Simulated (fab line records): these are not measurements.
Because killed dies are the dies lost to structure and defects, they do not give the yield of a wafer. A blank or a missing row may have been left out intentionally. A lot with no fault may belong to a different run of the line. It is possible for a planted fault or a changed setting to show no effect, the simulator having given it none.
Which tool is to blame? / flow n5Finfet / 30 wafers from 10 lots sampled at 3 of the route's 1938 steps

## WHAT THE GAUGES READ, wafer by wafer
N5_BEOL_M3_OVL_MEAS_12.
lot=L715; measured=day 7 01:57; on=overlay-01; M3_OVL (nm)=-0.4 -0.1 0.4
lot=L717; measured=day 8 07:56; on=overlay-02; M3_OVL (nm)=0.3 1.1 0.2
lot=L718; measured=day 8 10:59; on=overlay-02; M3_OVL (nm)=0.2 0.1 1.0
lot=L721; measured=day 8 12:57; on=overlay-01; M3_OVL (nm)=-0.2 0.4 -0.5
lot=L722; measured=day 8 20:46; on=overlay-01; M3_OVL (nm)=0.2 0.8 0.2
lot=L725; measured=day 9 14:40; on=overlay-01; M3_OVL (nm)=-0.4 -0.6 0.2
lot=L730; measured=day 11 00:22; on=overlay-01; M3_OVL (nm)=-0.7 0.2 0.1
lot=L731; measured=day 11 07:51; on=overlay-01; M3_OVL (nm)=-1.6 -0.9 -0.5
lot=L734; measured=day 11 22:01; on=overlay-01; M3_OVL (nm)=0.1 -0.9 -0.1
lot=L735; measured=day 12 19:29; on=overlay-01; M3_OVL (nm)=0.5 0.6 0.3

## TOOL THAT RAN EACH LOT (tool first, then ch and the chambers of the sampled wafers, then the start)
lot=L715; N5_BEOL_M2_ANNEAL_51=rtpAnneal-01 ch 0, day 6 23:52; N5_BEOL_M3_ILD_DEP_00=pecvd-01 ch 0,1, day 7 00:47
lot=L717; N5_BEOL_M2_ANNEAL_51=rtpAnneal-01 ch 0, day 8 04:35; N5_BEOL_M3_ILD_DEP_00=pecvd-03 ch 0,1, day 8 05:30
lot=L718; N5_BEOL_M2_ANNEAL_51=rtpAnneal-01 ch 0, day 8 07:39; N5_BEOL_M3_ILD_DEP_00=pecvd-03 ch 0,1, day 8 08:38
lot=L721; N5_BEOL_M2_ANNEAL_51=rtpAnneal-02 ch 0, day 8 11:01; N5_BEOL_M3_ILD_DEP_00=pecvd-02 ch 1,2, day 8 11:54
lot=L722; N5_BEOL_M2_ANNEAL_51=rtpAnneal-02 ch 0, day 8 18:53; N5_BEOL_M3_ILD_DEP_00=pecvd-01 ch 0,1, day 8 19:48
lot=L725; N5_BEOL_M2_ANNEAL_51=rtpAnneal-01 ch 0, day 9 12:44; N5_BEOL_M3_ILD_DEP_00=pecvd-01 ch 0,1,2, day 9 13:40
lot=L730; N5_BEOL_M2_ANNEAL_51=rtpAnneal-01 ch 0, day 10 20:24; N5_BEOL_M3_ILD_DEP_00=pecvd-02 ch 0,1, day 10 21:25
lot=L731; N5_BEOL_M2_ANNEAL_51=rtpAnneal-02 ch 0, day 11 05:59; N5_BEOL_M3_ILD_DEP_00=pecvd-01 ch 0,1,2, day 11 06:54
lot=L734; N5_BEOL_M2_ANNEAL_51=rtpAnneal-02 ch 0, day 11 16:55; N5_BEOL_M3_ILD_DEP_00=pecvd-01 ch 0,1, day 11 17:50
lot=L735; N5_BEOL_M2_ANNEAL_51=rtpAnneal-02 ch 0, day 12 16:14; N5_BEOL_M3_ILD_DEP_00=pecvd-02 ch 0,1, day 12 17:10
- N5_BEOL_M2_ANNEAL_51: time 90 s.
- N5_BEOL_M3_ILD_DEP_00: deposits SiOC from DEMS/O2, target thk 79 nm, time 15.3 s.

## THE ANSWER, worked out from the rows above alone
Rule: the lots themselves supply what counts as usual. The widest of any qualifying gaps counts: lots, ordered by their means at a reading, are off when they make up no more than a third of the lots, leave a main group of 4 or more, and stand apart from it by 3 or more times the standard deviation of that group's means. Not used: any main group whose means are identical at the precision the tables above print for the reading. A lot without any number at a reading at which 4 lots or more have one is off too. Where the step has rows for the other lots, those lots are counted as sound.
Nothing can be told from this: no lot is off at any reading shown.

## WHAT WAS PUT IN BY THE SIMULATOR
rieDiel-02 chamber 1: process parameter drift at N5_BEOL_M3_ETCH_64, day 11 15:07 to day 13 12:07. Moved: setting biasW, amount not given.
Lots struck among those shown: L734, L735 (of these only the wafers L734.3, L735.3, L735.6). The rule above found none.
